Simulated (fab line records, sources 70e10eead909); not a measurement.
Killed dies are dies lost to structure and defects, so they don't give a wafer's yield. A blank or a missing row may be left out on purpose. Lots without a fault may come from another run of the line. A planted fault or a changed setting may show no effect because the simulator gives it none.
Problem report in the 8D (eight disciplines) form, filled by code | flow nand_harc | the parts of the form that need people (team, actions taken, sign-off) are left out

1. THE PROBLEM
throttle_valve_pct at NHARC_A_STAIRCASE_ETCH_453 reads a mean of 12.316 % on 2 wafers of 2 lots; wafers without a fault read 13.396 % with a standard deviation of 0.0087. That is -99 or more standard deviations from the usual mean.
The step: etches the open film in CF4/O2, target depth 30 nm, overetch 3 nm, time 16.5 s.
First seen on wafer L542.3, day 25 13:15, on rie_diel-11. The record holds 33 wafers of 11 lots with a number at this step. Rule for "out", or "out of limits": more than 4 standard deviations from the usual mean. The other wafers with a number count as sound.

2. WHAT IT IS AND WHAT IT IS NOT
question                    | is                                                            | is not
which readings at this step | throttle_valve_pct, cf4_flow_sccm, oes_f_703_au, oes_o_777_au | drypump_motor_current_A, mfc_ar_sccm, oes_ar_750_au, oes_product_au, rf_vpp_V
which lots                  | L541, L542                                                    | L523, L525, L526, L529, L531, L532, L543, L544, L545
which wafers of those lots  | L541.4, L542.3                                                | L541.2, L541.6, L542.4, L542.5
read on which tools         | rie_diel-11                                                   | rie_diel-02, rie_diel-13
when                        | from day 25 13:15                                             | up to then (20 sound wafers); but 11 sound wafers of L541, L543, L544, L545 came after

3. SUSPECTS, AND WHAT RULES EACH OUT
Counting: a tool at a process step up to the reading stays a suspect if it ran every lot that is out. Sound lots after the first of them don't rule it out here, since some wafers of a struck lot are sound.
- rie_diel-11 at NHARC_A_STAIRCASE_ETCH_313 (etches the open film in CF4/CHF3): kept. It ran every lot that is out, first L542 (day 25 11:11); its last sound lot up to then is L529 (day 19 22:11).
- rie_diel-11 at NHARC_A_STAIRCASE_ETCH_453 (etches the open film in CF4/O2, target depth 30 nm, overetch 3 nm, time 16.5 s): kept. It ran every lot that is out, first L542 (day 25 13:15); its last sound lot up to then is L529 (day 19 22:50). Its own readings are out on those wafers: cf4_flow_sccm, oes_f_703_au, oes_o_777_au, throttle_valve_pct.
- Within rie_diel-11 at NHARC_A_STAIRCASE_ETCH_453: the wafers that are out ran in chamber 2; their sound lot-mates ran in chambers 0, 3.
Left after counting: rie_diel-11 at NHARC_A_STAIRCASE_ETCH_313, rie_diel-11 at NHARC_A_STAIRCASE_ETCH_453.

4. THE CAUSE (what the simulator had put in)
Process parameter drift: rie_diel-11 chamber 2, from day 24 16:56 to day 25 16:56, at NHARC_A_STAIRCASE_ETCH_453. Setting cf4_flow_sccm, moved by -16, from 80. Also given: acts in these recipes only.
Counting left 2 suspects, and this tool is among them.

5. THE CHAIN OF EFFECTS, in route order
Each row: a reading whose mean over the struck wafers that have a number lies more than 3 standard deviations from the usual. Only readings for which the record gives a usual standard deviation are gone through. hours: the time from each lot's start at the first step in this table that gives one to its start at this step, as a median over the lots. sigmas: the change in usual standard deviations.
hours | step                       | reading            | usual      | on struck wafers | change | sigmas
0     | NHARC_A_STAIRCASE_ETCH_453 | cf4_flow_sccm      | 79.99 sccm | 64.08            | -15.91 | -69
0     | NHARC_A_STAIRCASE_ETCH_453 | oes_f_703_au       | 1.000 a.u. | 1.066            | +0.066 | +16
0     | NHARC_A_STAIRCASE_ETCH_453 | oes_o_777_au       | 1.000 a.u. | 1.269            | +0.269 | +64
0     | NHARC_A_STAIRCASE_ETCH_453 | throttle_valve_pct | 13.396 %   | 12.316           | -1.080 | -99 or more
The process steps in it:
- NHARC_A_STAIRCASE_ETCH_453: etches the open film in CF4/O2, target depth 30 nm, overetch 3 nm, time 16.5 s.

6. WHAT WOULD HAVE CAUGHT IT SOONER
In this record the first reading out of limits was taken at day 25 13:15, 20 hours after the fault began at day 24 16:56.
